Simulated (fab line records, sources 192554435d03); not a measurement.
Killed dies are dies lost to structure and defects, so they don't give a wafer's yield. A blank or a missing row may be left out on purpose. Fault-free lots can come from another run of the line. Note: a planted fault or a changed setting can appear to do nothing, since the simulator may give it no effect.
A lot that was struck, set against a sound lot ; flow n5 finfet ; 39 steps out of a route of 1938
Sound: the wafers L872.1, L872.5, L872.6. Struck: wafer L870.5; the same lot's L870.6 was not struck, so it is left out; see the end for the cause.
Each step with rows lists, per side, the tool, then ch with its chambers, then its first start. Under that, the readings that differ: sound wafers ; struck wafers ; difference of the means ; sigmas: that difference in standard deviations of wafers without a fault.
alike: readings with means less than 2 such deviations apart, plus words and numbers identical on both sides. not compared: withheld readings, readings lacking a value on some wafer, bounds such as >300 that could conceal the same value, and numbers that have no deviation in the record and whose values overlap.
Wherever a step has rows on one side only, a row that says differs or no value, or a row with sigmas, the two part there. Numbers that have no deviation but don't overlap get no sigmas and don't part them. A reading missing from all wafers of one side parts the sides only when that side holds two or more wafers.

first, 12 steps without rows for these wafers: N5_SDB_STRIP_19 (strips in N2/H2); N5_SDB_STRIP_21 (strips in CF4); N5_SDB_HM_OPEN_20 (chemistry CH3F/O2, target SiNx, stops on poly-Si, target depth 24 nm); N5_SDB_STRIP_22 (strips in N2/H2); N5_SDB_PRECLEAN_23 (cleans in dHF, time 30 s); N5_SDB_DUMMY_REMOVE_24 (chemistry TMAH, target poly-Si, stops on SiO2, target depth 142 nm, time 57 s, rinse time 30 s); N5_SDB_ETCH_25 (etches SiO2 in C4F6/O2, target depth 10 nm, time 3.3 s); N5_SDB_CUT_ETCH_26 (etches Si in HBr/Cl2/O2, target depth 129.6 nm, bt time 20 s, time 51.8 s); N5_SDB_PRECLEAN_38 (cleans in dHF, time 10 s); N5_SDB_PRECLEAN_39 (cleans in O3/DIW, time 45 s); N5_SDB_SRD_28 (time 30 s); N5_SDB_ALD_29 (deposits SiNx, target thk 30 nm, pulse time 1 s, ald cycles 600).
N5_SDB_CMP_30: polishes, stops on poly-Si, t overpolish 1.54 s, target thk 30 nm.
  sound on cmp-02 ch 0,1,3, day 9 21:45; struck on cmp-03 ch 3, day 9 07:29
reading;sound;struck;difference;sigmas
time to endpoint s (s);15.8 14.4 16.8;9.8;-5.9;-3
model.a-Si_of_DUMMY_GATE_CVD_03.thk nm (nm);62.8 63.8 64.6;61.2;-2.5;
model.SiNx_of_SDB_ALD_29.thk nm (nm);29.8 29.8 30;26.8;-3.1;
  alike: motor current A, overpolish run s, slurry flow ml min
N5_SDB_THK_MEAS_31:
  sound: film metro-01 at day 9 21:58; struck: film metro-02 at day 9 07:38
reading;sound;struck;difference;sigmas
SDB_THK (nm);62.8 63.8 64.7;61.2;-2.6;-3
then, 23 steps without rows for these wafers: N5_DUMMY_REMOVAL_HM_STRIP_01 (strips SiNx in CH3F/O2, stops on poly-Si, target depth 4 nm, time 6.8 s); N5_DUMMY_REMOVAL_STRIP_10 (strips in N2/H2, time 40 s); N5_DUMMY_REMOVAL_PRECLEAN_07 (cleans in dHF, time 30 s); N5_DUMMY_REMOVAL_DUMMY_REMOVE_02 (chemistry TMAH, target poly-Si, stops on SiO2, target depth 142 nm, time 57 s, rinse time 30 s); N5_DUMMY_REMOVAL_PRECLEAN_08 (cleans in NF3:NH3, afs cycles 2, time 20 s, sublimation time 60 s); N5_DUMMY_REMOVAL_PRECLEAN_04 (cleans in DHF, time 37 s); N5_DUMMY_REMOVAL_SRD_05 (time 30 s); N5_HKMG_FIN_IL_REGROW_00 (material SiO2, chemistry O3, target thk 0.75 nm, time 30 s); N5_HKMG_FIN_HK_ALD_01 (deposits HfO2, target thk 1.6 nm, pulse time 3 s, purge time 3 s); N5_HKMG_FIN_HK_ANNEAL_02 (time 30 s); N5_HKMG_FIN_ALD_74 (deposits La2O3, target thk 0.5 nm, pulse time 6 s, co reactant pulse time 1 s); N5_HKMG_FIN_ALD_75 (deposits Al2O3, target thk 1 nm, co reactant pulse time 1 s); N5_HKMG_FIN_COAT_41 (time 60 s, resist thk 300 nm); N5_HKMG_FIN_COAT_42 (time 60 s, resist thk 35 nm); N5_HKMG_FIN_COAT_43 (resist thk 90 nm); N5_HKMG_FIN_EBR_45; N5_HKMG_FIN_SOFTBAKE_44 (time 60 s); N5_HKMG_FIN_EXPOSE_46 (exposes mask NDIPOLE); N5_HKMG_FIN_PEB_47 (peb time 60 s); N5_HKMG_FIN_DEVELOP_48 (develop time 30 s); N5_HKMG_FIN_DESCUM_53 (chemistry O2, time 7.9 s); N5_HKMG_FIN_ETCH_54 (etches SiARC in CF4, target depth 45.5 nm, time 75.8 s); N5_HKMG_FIN_ETCH_55 (etches SOC in N2/H2, target depth 240 nm, time 300 s).
N5_GATE_CUT_ETCH_58: etches SiNx in CH3F/O2, target depth 17 nm, time 128.6 s.
  sound on rie diel-01 ch 0,1, day 10 08:46; struck on rie diel-06 ch 1, day 9 18:38
reading;sound;struck;difference;sigmas
drypump motor current A (A);5.5 5.2 5.5;6.4;+1.0;+3
oes product au (a.u.);0.71 0.77 0.71;0.89;+0.16;+2
model.SiNx_of_SDB_ALD_29.thk nm (nm);24.4 24.4 24.6;22;-2;
  alike: rf vpp V, showerhead plenum p Torr, throttle valve pct
  not compared: rf hours counter h
-- here the record skips 4 days between the struck wafers' starts before and after, leaving off in module GATE_CUT and picking up in module BEOL_M4 (first step shown: number 1111 of the route) --
N5_BEOL_M4_RC_MEAS_101:
  sound on prober-01 ch 0, day 13 14:14; struck on prober-02 ch 0, day 13 09:44
  alike: DIBL_N, DIBL_P, IOFF_N, IOFF_P, ION_N, ION_P, SS_N, SS_P, VT_N, VT_P

WHERE THEY PART
Last at N5_GATE_CUT_ETCH_58 as far as this record goes, first at N5_SDB_CMP_30. Later steps at which nothing parts them and some readings are alike: N5_BEOL_M4_RC_MEAS_101.

WHY: what the simulator had put in
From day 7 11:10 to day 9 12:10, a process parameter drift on cmp-03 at N5_SDB_CMP_30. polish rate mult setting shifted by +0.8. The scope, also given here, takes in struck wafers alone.
